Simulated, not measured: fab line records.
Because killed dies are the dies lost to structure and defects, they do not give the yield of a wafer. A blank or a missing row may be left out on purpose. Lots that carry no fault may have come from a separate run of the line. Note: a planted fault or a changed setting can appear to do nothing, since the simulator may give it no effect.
What tool caused it?    flow n5 finfet    11 lots (33 wafers sampled), 1 step of a 1938-step route

WHAT THE GAUGES SHOWED, per wafer
N5_BEOL_M4_OVL_MEAS_12.
lot   measured      on          M4_OVL (nm)
L077  day 7 22:53   overlay-02  0.4 0.6 0.4
L079  day 8 17:26   overlay-01  0.8 0.4 0.0
L081  day 9 07:26   overlay-02  -0.7 0.7 -0.3
L083  day 10 06:44  overlay-01  0.6 0.9 0.1
L085  day 10 18:17  overlay-02  0.8 0.4 1.0
L087  day 11 01:55  overlay-02  0.7 -0.1 -0.2
L089  day 11 10:28  overlay-02  0.4 0.2 0.4
L092  day 12 10:10  overlay-01  -0.2 1.0 -0.3
L094  day 12 17:23  overlay-01  0.3 1.2 0.8
L096  day 13 03:04  overlay-02  0.7 0.5 0.6
L091  day 13 21:32  overlay-01  0.2 0.1 0.8

EACH LOT AND THE TOOL THAT RAN IT (in order: tool; ch and the chambers of the sampled wafers; start)
Before these readings, the record contains no process step.

THE ANSWER, worked out from the rows above alone
Rule: the usual values come from the lots themselves. The widest of any qualifying gaps counts: lots, ordered by their means at a reading, are off when they make up no more than a third of the lots, leave a main group of 4 or more, and stand apart from it by 3 or more times the standard deviation of that group's means. A main group whose means are all the same, to the digits that the tables above print for the reading, isn't used. Also off: a lot with no number at a reading for which 4 or more lots have one. Any other lot the step has rows for is counted as sound.
Across all readings shown, no lot is off: no conclusion can be drawn from this.

WHAT THE SIMULATOR HAD PUT IN
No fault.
